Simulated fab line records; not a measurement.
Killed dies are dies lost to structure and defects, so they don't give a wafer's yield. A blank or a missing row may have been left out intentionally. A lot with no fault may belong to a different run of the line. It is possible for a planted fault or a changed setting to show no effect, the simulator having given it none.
Comparing a struck lot with a sound one -- flow nand_harc -- 15 out of 1159 route steps
Sound: the wafers L513.2, L513.4, L513.6. Struck: wafer L522.6. (L522.2, L522.5 of the same lot were not struck and are left out.) The cause comes at the end.
At each step with rows: each side's tool, then ch and its chambers, then its first start. Under that, the readings that differ: sound wafers -- struck wafers -- difference of the means -- sigmas: that difference in standard deviations of wafers without a fault.
alike: a reading whose means differ by less than 2 such deviations, as well as words and numbers matching on both sides. not compared: withheld readings; readings where some wafer has no value; bounds like >300 that might hide an equal value; numbers whose values overlap and for which the record gives no deviation.
Wherever a step has rows on one side only, a row that says differs or no value, or a row with sigmas, the two part there. Numbers that have no deviation but don't overlap get no sigmas and don't part them. A reading missing from all wafers of one side parts the sides only when that side holds two or more wafers.

first, 9 steps without rows for these wafers: NHARC_THIN_TSV_PVD_24 (deposits Al, target thk 800 nm); NHARC_THIN_TSV_DEHYDRATE_25 (time 120 s); NHARC_THIN_TSV_HMDS_26 (time 30 s); NHARC_THIN_TSV_COAT_27; NHARC_THIN_TSV_SOFTBAKE_28 (time 95 s); NHARC_THIN_TSV_EBR_29; NHARC_THIN_TSV_EXPOSE_30 (exposes mask PAD); NHARC_THIN_TSV_PEB_31 (peb time 85 s); NHARC_THIN_TSV_DEVELOP_32 (time 70 s).
NHARC_THIN_TSV_CD_MEAS_33: target cd 5000 nm.
  sound on cd_sem-03 ch 0, day 21 15:02; struck on cd_sem-02 ch 0, day 23 15:20
  alike: cd_nm
then, 1 step without rows for these wafers: NHARC_THIN_TSV_HARDBAKE_34 (time 80 s).
NHARC_THIN_TSV_DESCUM_35: chemistry O2, time 3 s.
  sound on rie_diel-05 ch 0,1,3, day 21 15:11; struck on rie_diel-05 ch 0, day 23 15:31
  alike: drypump_motor_current_A, oes_product_au, rf_vpp_V, showerhead_plenum_p_Torr, throttle_valve_pct
  not compared: rf_hours_counter_h
NHARC_THIN_TSV_ETCH_59: etches the open film in Cl2/BCl3, target depth 880 nm, time 138.1 s.
  sound on rie_metal-01 ch 0,1, day 21 15:23; struck on rie_metal-03 ch 0, day 23 15:41
reading,sound,struck,difference,sigmas
oes_product_au (a.u.),1.007 1.006 0.999,0.904,-0.100,-10
  alike: drypump_motor_current_A, he_backside_leak_sccm, throttle_valve_pct
  not compared: rf_hours_counter_h
NHARC_THIN_TSV_ETCH_36: etches the open film in Cl2/BCl3, target depth 65 nm, time 18.571 s.
  sound on rie_metal-01 ch 0, day 21 15:37; struck on rie_metal-03 ch 1, day 23 15:54
reading,sound,struck,difference,sigmas
he_backside_leak_sccm (sccm),3.03 3.09 3.06,3.39,+0.33,+2
  alike: drypump_motor_current_A, oes_product_au
  not compared: rf_hours_counter_h
NHARC_END_SORT_01:
  sound on prober-01 ch 0, day 22 07:48; struck on prober-02 ch 0, day 24 15:28
reading,sound,struck,difference,sigmas
defect_limited_yield (%),96.8 97.5 97.9,0,-97,-75
killed_at_array,16 16 12,38,+23,+2
killed_at_other,0 1 0,636,+636,+99 or more
killed_dies,22 17 14,677,+659,+73
sort_bin_3_pct (%),0.15 0.74 0,94.39,+94.09,+99 or more
sort_bin_4_pct (%),2.2 1.5 1.5,4.0,+2.3,+2
sort_n_pass,655 660 663,0,-659,-73
sort_rim_yield_pct (%),99.1 99.1 97.2,0,-98,-58
sort_yield_pct (%),96.8 97.5 97.9,0,-97,-75
  alike: killed_at_periphery, killed_open, killed_short, sort_bin_2_pct

== WHERE THEY PART ==
Last at NHARC_END_SORT_01 as far as this record goes, first at NHARC_THIN_TSV_ETCH_59.

WHY: the cause the simulator had injected
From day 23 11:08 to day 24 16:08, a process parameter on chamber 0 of rie_metal-03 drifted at NHARC_THIN_TSV_ETCH_59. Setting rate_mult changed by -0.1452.
